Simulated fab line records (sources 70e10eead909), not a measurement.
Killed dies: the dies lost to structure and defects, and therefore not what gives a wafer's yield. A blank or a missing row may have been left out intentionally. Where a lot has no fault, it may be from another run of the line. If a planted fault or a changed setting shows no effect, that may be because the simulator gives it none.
Matching of chambers / flow nandHarc / NHARC_A_M1_CMP_23 on cmp-03 has 4 sister chambers
The step polishes, t overpolish 20 s, target thk 154.34 nm. 4 wafers are shown with their chamber, then 8 later ones without.

## WAFERS, EACH WITH ITS CHAMBER
wafer=L230.1; chamber=1; motorCurrentA (A)=13.1
wafer=L232.3; chamber=2; motorCurrentA (A)=12.6
wafer=L232.5; chamber=3; motorCurrentA (A)=12.0
wafer=L235.1; chamber=0; motorCurrentA (A)=10.9

## WAFERS WITH NO CHAMBER GIVEN
wafer=L235.2; motorCurrentA (A)=12.9
wafer=L235.3; motorCurrentA (A)=12.6
wafer=L234.1; motorCurrentA (A)=10.7
wafer=L234.4; motorCurrentA (A)=12.5
wafer=L234.5; motorCurrentA (A)=10.8
wafer=L233.2; motorCurrentA (A)=12.7
wafer=L233.4; motorCurrentA (A)=13.2
wafer=L233.5; motorCurrentA (A)=13.1

## THE CHAMBER EACH PASSED THROUGH
wafer=L235.2; from the rows above=can't be placed: 1 or 2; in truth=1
wafer=L235.3; from the rows above=2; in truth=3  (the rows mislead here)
wafer=L234.1; from the rows above=0; in truth=0
wafer=L234.4; from the rows above=2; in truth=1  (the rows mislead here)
wafer=L234.5; from the rows above=0; in truth=0
wafer=L233.2; from the rows above=2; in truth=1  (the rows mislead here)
wafer=L233.4; from the rows above=1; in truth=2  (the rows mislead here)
wafer=L233.5; from the rows above=1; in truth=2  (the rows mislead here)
Correctly placed: 2 of 8. Can't be placed from these rows: 1 (the true chamber is among the candidates in 1). 5 placed wrongly.
How it was worked out, from the rows above alone: a wafer's distance from a chamber is the root of the sum, over the readings, of the square of ((its reading less the chamber's mean) divided by the reading's scatter). The wafer belongs to the nearest chamber; if the next one is less than 2 further off, it can't be placed. The mean given for a chamber averages the wafers shown for that chamber. The scatter: root of mean squared gap, hidden wafer to nearest shown wafer, with one shown wafer a chamber.
